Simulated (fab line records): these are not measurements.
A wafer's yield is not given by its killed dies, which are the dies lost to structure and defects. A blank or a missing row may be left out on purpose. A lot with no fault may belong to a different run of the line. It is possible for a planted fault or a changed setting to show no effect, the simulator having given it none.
Split-lot experiment	flow n5 finfet	on a route of 1938 steps: 7 lots, 21 wafers read

THE SPLIT ITSELF
At N5_BEOL_M5_COAT_59 (time 60 s, resist thk 60 nm), the setting spin rpm was moved away from the recipe's 1500 rpm on 6 of the 21 wafers read, by -4.2% to +10.1%. For the rest of the wafers, this setting stayed at what the recipe calls for.

FROM THE SPLIT TO THE READING: what the file shows between them, 8 steps
- N5_BEOL_M5_COAT_60: time 60 s, resist thk 12 nm
- N5_BEOL_M5_COAT_71: time 60 s, resist thk 5 nm
- N5_BEOL_M5_ETCH_72: etches underlayer in N2/H2, target depth 6.5 nm, time 5.2 s
- N5_BEOL_M5_ETCH_61: etches SiARC in CF4, target depth 15.6 nm, time 26 s
- N5_BEOL_M5_ETCH_62: etches SOC in N2/H2, target depth 75 nm, overetch 15 nm, time 112.5 s
- N5_BEOL_M5_STRIP_63: strips in N2/H2
- N5_BEOL_M5_STRIP_73: strips in N2/H2
- N5_BEOL_M5_STRIP_64: strips in CF4

THE READING
SOC_of_BEOL_M5_COAT_59.thk nm (the simulator's own value, which no gauge read), in nm, at N5_BEOL_M5_HM_OPEN_17 (chemistry Cl2/BCl3, target TiN, target depth 20 nm, overetch 6 nm). No usual value for it is given in the file. The 15 wafers here that ran the recipe average 51.9 nm, standard deviation 0.36 nm.

wafer	tool, chamber at the split	spin rpm as run, rpm	against the recipe	SOC_of_BEOL_M5_COAT_59.thk nm, nm	against lot-mates on the recipe
L076.1	litho track-03, 0	1500	recipe	52	-
L076.5	litho track-03, 0	1652	+10.1%	49.2	-2.5
L076.6	litho track-03, 0	1500	recipe	51.4	-
L078.1	litho track-01, 0	1437	-4.2%	53.6	+1.2
L078.2	litho track-01, 0	1437	-4.2%	52.6	+0.2
L078.4	litho track-01, 0	1500	recipe	52.4	-
L080.1	litho track-01, 0	1500	recipe	51.8	-
L080.2	litho track-01, 0	1500	recipe	52	-
L080.5	litho track-01, 0	1579	+5.3%	50.2	-1.7
L084.2	litho track-02, 0	1500	recipe	51.2	-
L084.3	litho track-02, 0	1500	recipe	52.2	-
L084.6	litho track-02, 0	1500	recipe	52.2	-
L090.1	litho track-01, 0	1500	recipe	52	-
L090.3	litho track-01, 0	1500	recipe	51.6	-
L090.5	litho track-01, 0	1500	recipe	51.8	-
L093.1	litho track-02, 0	1500	recipe	52.2	-
L093.3	litho track-02, 0	1500	recipe	52.4	-
L093.4	litho track-02, 0	1500	recipe	51.4	-
L095.1	litho track-02, 0	1500	recipe	52.2	-
L095.3	litho track-02, 0	1606	+7.1%	50.4	-1.8
L095.6	litho track-02, 0	1606	+7.1%	50.4	-1.8

THE FIT
A straight line over all 21 wafers: SOC_of_BEOL_M5_COAT_59.thk nm changes by -0.257 nm for each +1% of spin rpm; r = -0.92; the points scatter about the line by 0.39 nm.
The same after taking each lot's own level away (the mean of its wafers on the recipe; 21 wafers): -0.242 nm for each +1%; r = -0.93; scatter 0.35 nm.
The reading moves by 2.5 nm for the largest change in spin rpm, on that fit.
Across the lots, their own levels run from 51.70 to 52.40 nm, a range of 1.9 times the standard deviation given above.
So the lot-to-lot level changes the slope little: the two slopes agree.
Check: -2.52 nm against its lot-mates is what the line predicts for one of the wafers moved furthest among these (+10.1%) when that wafer is left out of the fit. Against them it came out at -2.5 nm.

THE OTHER SPLITS THESE WAFERS WENT THROUGH
Other splits were also applied to these wafers ahead of the reading. Each is held against what the fit with the lots' levels taken away leaves over:
other split on the same wafers	wafers away from the commonest value	r with SOC_of_BEOL_M5_COAT_59.thk nm (lot level and that fit taken away)
N5_BEOL_M4_COAT_22 spin rpm	5	+0.18
N5_BEOL_M5_HM_DEP_02 target thk a	6	-0.04

THE WHOLE CHAIN: every reading that the file lists as answering this split, in the file's order
step	what it does	reading	change (the file's fit)	r (the file's)
N5_BEOL_M5_COAT_59	time 60 s, resist thk 60 nm	SOC_of_BEOL_M5_COAT_59.thk nm (the simulator's own value, which no gauge read)	-0.277 nm for each +1% of the setting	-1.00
N5_BEOL_M5_ETCH_62	etches SOC in N2/H2, target depth 75 nm, overetch 15 nm, time 112.5 s	etch.depth nm (the simulator's own value, which no gauge read)	-0.28 nm for each +1% of the setting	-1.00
N5_BEOL_M5_HM_OPEN_17	chemistry Cl2/BCl3, target TiN, target depth 20 nm, overetch 6 nm	SOC_of_BEOL_M5_COAT_59.thk nm (the simulator's own value, which no gauge read)	-0.252 nm for each +1% of the setting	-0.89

THE FILE'S OWN FIT
SOC_of_BEOL_M5_COAT_59.thk nm changes by -0.252 nm for each +1% of spin rpm, r = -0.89.
